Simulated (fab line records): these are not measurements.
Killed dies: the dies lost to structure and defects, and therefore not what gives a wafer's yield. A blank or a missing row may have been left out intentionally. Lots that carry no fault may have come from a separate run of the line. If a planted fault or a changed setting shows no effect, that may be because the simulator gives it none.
Matching of chambers / flow nand harc / NHARC_P_CONTACT_STRIP_28 on rie diel-07 has 4 sister chambers
The step strips in O2. 4 wafers are shown with their chamber, then 9 later ones without.

WAFERS PAIRED WITH THEIR CHAMBERS
wafer=L080.6; chamber=1; drypump motor current A (A)=5.94
wafer=L083.6; chamber=2; drypump motor current A (A)=5.71
wafer=L084.3; chamber=0; drypump motor current A (A)=6.30
wafer=L084.5; chamber=3; drypump motor current A (A)=5.85

WAFERS WHOSE CHAMBER IS MISSING
wafer=L086.3; drypump motor current A (A)=5.82
wafer=L086.4; drypump motor current A (A)=5.96
wafer=L086.6; drypump motor current A (A)=5.71
wafer=L093.1; drypump motor current A (A)=5.72
wafer=L093.4; drypump motor current A (A)=5.96
wafer=L093.6; drypump motor current A (A)=6.29
wafer=L096.2; drypump motor current A (A)=6.33
wafer=L096.3; drypump motor current A (A)=5.72
wafer=L096.4; drypump motor current A (A)=5.99

WHICH CHAMBER EACH ONE RAN IN
wafer=L086.3; from the rows above=3; in truth=3
wafer=L086.4; from the rows above=1; in truth=1
wafer=L086.6; from the rows above=2; in truth=2
wafer=L093.1; from the rows above=2; in truth=2
wafer=L093.4; from the rows above=1; in truth=1
wafer=L093.6; from the rows above=0; in truth=0
wafer=L096.2; from the rows above=0; in truth=0
wafer=L096.3; from the rows above=2; in truth=2
wafer=L096.4; from the rows above=1; in truth=1
Correct placement for 9 of the 9. From these rows, 0 cannot be placed. Number placed wrongly: 0.
How it was worked out, from the rows above alone: a wafer's distance from a chamber is the root of the sum, over the readings, of the square of ((its reading less the chamber's mean) divided by the reading's scatter). The wafer belongs to the nearest chamber; if the next one is less than 2 further off, it can't be placed. Each chamber's mean is taken over the wafers shown for it. The scatter: root of mean squared gap, hidden wafer to nearest shown wafer, with one shown wafer a chamber.
